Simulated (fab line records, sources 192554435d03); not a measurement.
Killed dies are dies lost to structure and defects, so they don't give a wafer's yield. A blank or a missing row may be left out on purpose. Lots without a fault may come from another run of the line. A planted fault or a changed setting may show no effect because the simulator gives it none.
Which tool did it? | flow n5_finfet | 14 lots, 39 wafers sampled, at 3 steps of a route of 1938

WHAT THE GAUGES READ, wafer by wafer
N5_BEOL_M4_INSPECT_59: inspects for defects (darkfield).
lot  | measured     | on                | raw_defect_count
L188 | day 7 17:19  | defect_inspect-01 | 77 52 50
L189 | day 8 02:00  | defect_inspect-01 | 54 83
L192 | day 8 14:31  | defect_inspect-01 | 56 40 43
L193 | day 9 03:01  | defect_inspect-01 | 76 98 93
L194 | day 9 10:40  | defect_inspect-02 | 60 77 64
L196 | day 10 00:05 | defect_inspect-01 | 85 49
L200 | day 11 04:27 | defect_inspect-01 | 41 63
L203 | day 11 08:11 | defect_inspect-02 | 99 68 70
L204 | day 11 13:21 | defect_inspect-01 | 51 55 66
L206 | day 12 09:38 | defect_inspect-01 | 32 47 31
L208 | day 13 02:28 | defect_inspect-01 | 41 71 46
L207 | day 13 02:54 | defect_inspect-01 | 48 49 80
L210 | day 13 17:14 | defect_inspect-01 | 102 90 71
L211 | day 13 19:02 | defect_inspect-02 | 55 62 79

WHICH TOOL RAN EACH LOT (tool, then ch and the chambers of the sampled wafers, then the start)
lot  | N5_BEOL_M4_ANNEAL_93         | N5_BEOL_M4_SPUTTER_96
L188 | pvd_sputter-02, day 7 15:31  | pvd_sputter-02, day 7 15:53
L189 | pvd_sputter-02, day 8 00:34  | pvd_sputter-02, day 8 00:56
L192 | pvd_sputter-03, day 8 13:04  | pvd_sputter-03, day 8 13:26
L193 | pvd_sputter-03, day 9 01:34  | pvd_sputter-03, day 9 01:56
L194 | pvd_sputter-01, day 9 08:44  | pvd_sputter-01, day 9 09:06
L196 | pvd_sputter-03, day 9 22:25  | pvd_sputter-03, day 9 22:46
L200 | pvd_sputter-03, day 11 03:01 | pvd_sputter-03, day 11 03:22
L203 | pvd_sputter-01, day 11 06:05 | pvd_sputter-01, day 11 06:27
L204 | pvd_sputter-01, day 11 11:55 | pvd_sputter-01, day 11 12:17
L206 | pvd_sputter-02, day 12 08:13 | pvd_sputter-02, day 12 08:34
L208 | pvd_sputter-02, day 13 00:49 | pvd_sputter-02, day 13 01:11
L207 | pvd_sputter-01, day 13 01:22 | pvd_sputter-01, day 13 01:43
L210 | pvd_sputter-02, day 13 15:47 | pvd_sputter-02, day 13 16:09
L211 | pvd_sputter-03, day 13 17:34 | pvd_sputter-03, day 13 17:56
- N5_BEOL_M4_ANNEAL_93: time 240 s.
- N5_BEOL_M4_SPUTTER_96: material Cu, target thk 4.5 nm, time 8.29 s.

WHAT THE TOOLS THEMSELVES READ (means of the sampled wafers that have a number; where no wafer has one, the mark that the record gives instead)
N5_BEOL_M4_ANNEAL_93.
lot  | tool           | heater_power_w (W) | susceptor_temp_C_max
L188 | pvd_sputter-02 | 768                | 401.1
L189 | pvd_sputter-02 | 842                | 400.9
L192 | pvd_sputter-03 | 822                | 401.2
L193 | pvd_sputter-03 | 810                | 401.3
L194 | pvd_sputter-01 | 797                | 400.9
L196 | pvd_sputter-03 | 781                | 401.2
L200 | pvd_sputter-03 | 796                | 401.4
L203 | pvd_sputter-01 | 819                | 401.3
L204 | pvd_sputter-01 | 856                | 400.9
L206 | pvd_sputter-02 | 838                | 401.4
L208 | pvd_sputter-02 | 787                | 401.1
L207 | pvd_sputter-01 | 892                | 401.4
L210 | pvd_sputter-02 | 882                | 401.2
L211 | pvd_sputter-03 | 777                | 401.0

N5_BEOL_M4_SPUTTER_96.
lot  | tool           | chuck_gas_flow_sccm (sccm) | throttle_valve_pct (%)
L188 | pvd_sputter-02 | 1.27                       | 30.6
L189 | pvd_sputter-02 | 1.24                       | 30.4
L192 | pvd_sputter-03 | 1.25                       | 30.1
L193 | pvd_sputter-03 | 1.28                       | 30.2
L194 | pvd_sputter-01 | 1.26                       | 29.5
L196 | pvd_sputter-03 | 1.29                       | 30.1
L200 | pvd_sputter-03 | 1.34                       | 30.1
L203 | pvd_sputter-01 | 1.27                       | 29.3
L204 | pvd_sputter-01 | 1.20                       | 30.0
L206 | pvd_sputter-02 | 1.28                       | 29.2
L208 | pvd_sputter-02 | 1.23                       | 30.1
L207 | pvd_sputter-01 | 1.26                       | 29.8
L210 | pvd_sputter-02 | 1.34                       | 28.6
L211 | pvd_sputter-03 | 1.32                       | 30.4

THE ANSWER, worked out from the rows above alone
Rule: what is usual is taken from the lots themselves. Put in order of their means at a reading, lots are off if they are a third of the lots or fewer, leave a main group of 4 or more, and stand apart from it by a gap of 3 or more times the standard deviation of the main group's means; of several such gaps the widest counts. A main group whose means are all the same, to the digits that the tables above print for the reading, isn't used. A lot without any number at a reading at which 4 lots or more have one is off too. The other lots that the step has rows for count as sound. The gauges are gone through in route order, then the tools' own readings, and for those a lot's mean is taken as printed above. The first step at which some lot is off is used, and at that step the reading that is off furthest; a lot without a number counts as furthest.
No lot is off at any reading shown: from this, nothing can be told.

WHAT THE SIMULATOR HAD PUT IN
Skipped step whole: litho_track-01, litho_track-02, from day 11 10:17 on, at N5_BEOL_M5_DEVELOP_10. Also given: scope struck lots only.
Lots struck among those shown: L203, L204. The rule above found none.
